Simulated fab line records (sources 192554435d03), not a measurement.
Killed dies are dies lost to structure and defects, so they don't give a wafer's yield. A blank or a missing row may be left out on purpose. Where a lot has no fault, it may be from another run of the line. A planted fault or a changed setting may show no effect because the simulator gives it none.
Matching of chambers	flow n5 finfet	rie diel-05 running N5_BEOL_M10_ETCH_65: 4 sister chambers
The step etches SiARC in CF4, target depth 39 nm, time 65 s. 4 wafers are shown with their chamber, then 7 later ones without.

== WAFERS PAIRED WITH THEIR CHAMBERS ==
wafer	chamber	showerhead plenum p Torr (Torr)
L082.3	0	2.18
L087.2	2	2.20
L092.1	3	2.09
L092.2	1	2.08

== WAFERS WITHOUT THEIR CHAMBER ==
wafer	showerhead plenum p Torr (Torr)
L092.4	2.20
L095.2	2.20
L095.5	2.20
L095.6	2.08
L094.1	2.17
L094.3	2.20
L094.4	2.17

== WHICH CHAMBER EACH WENT THROUGH ==
wafer	from the rows above	in truth
L092.4	2	2
L095.2	2	2
L095.5	2	2
L095.6	can't be placed: 1 or 3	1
L094.1	0	0
L094.3	2	2
L094.4	0	0
Placed correctly: 6 of 7. From these rows, 1 cannot be placed; in 1 the true chamber is one of the candidates. Placed wrongly: 0.
How it was worked out, from the rows above alone: a wafer's distance from a chamber is the root of the sum, over the readings, of the square of ((its reading less the chamber's mean) divided by the reading's scatter). The wafer belongs to the nearest chamber; if the next one is less than 2 further off, it can't be placed. Each chamber's mean is taken over the wafers shown for it. The scatter: with one shown wafer a chamber, the root of the mean of the squares of how far each hidden wafer lies from its nearest shown one.
